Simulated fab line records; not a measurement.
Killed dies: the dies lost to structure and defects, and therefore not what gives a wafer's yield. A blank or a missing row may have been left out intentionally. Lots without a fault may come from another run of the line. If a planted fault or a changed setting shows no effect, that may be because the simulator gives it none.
Matching of chambers    flow n5Finfet    4 sister chambers for N5_BEOL_M0_CMP_120 on cmp-04
The step polishes, stops on SiOC, t overpolish 6.9 s. 8 wafers are shown with their chamber, then 9 later ones without.

## EACH WAFER AND ITS CHAMBER
wafer   chamber  motorCurrentA (A)  timeToEndpointS (s)
L077.2  2        6.2                66
L085.3  3        6.4                57
L085.5  1        6.4                58
L087.5  1        6.6                57
L087.6  2        6.3                65
L088.1  0        4.9                63
L088.4  3        6.1                57
L088.5  0        4.6                65

## WAFERS WITHOUT THEIR CHAMBER
wafer   motorCurrentA (A)  timeToEndpointS (s)
L089.1  6.2                54
L089.4  6.4                55
L089.6  6.1                62
L090.3  5.1                59
L090.4  6.6                64
L090.6  4.9                62
L094.2  6.5                55
L094.3  4.8                59
L094.6  4.7                63

## CHAMBER TAKEN BY EACH
wafer   from the rows above           in truth
L089.1  can't be placed: 3 or 1       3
L089.4  can't be placed: 3 or 1       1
L089.6  can't be placed: 2 or 1 or 3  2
L090.3  can't be placed: 0 or 3       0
L090.4  2                             2
L090.6  0                             0
L094.2  can't be placed: 3 or 1       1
L094.3  0                             0
L094.6  0                             0
Placed correctly: 4 of 9. These rows do not allow placing 5 (true chamber among the candidates in 5). 0 placed wrongly.
How it was worked out, from the rows above alone: a wafer's distance from a chamber is the root of the sum, over the readings, of the square of ((its reading less the chamber's mean) divided by the reading's scatter). If the next closest chamber is less than 2 further off than the closest, the wafer can't be placed; otherwise it belongs to the closest. For every chamber, the mean is computed from those of its wafers that are shown. How the scatter is found: for the shown wafers, subtract from each reading the mean of its chamber, square and add these, divide the total by (wafers less chambers), then take the root.
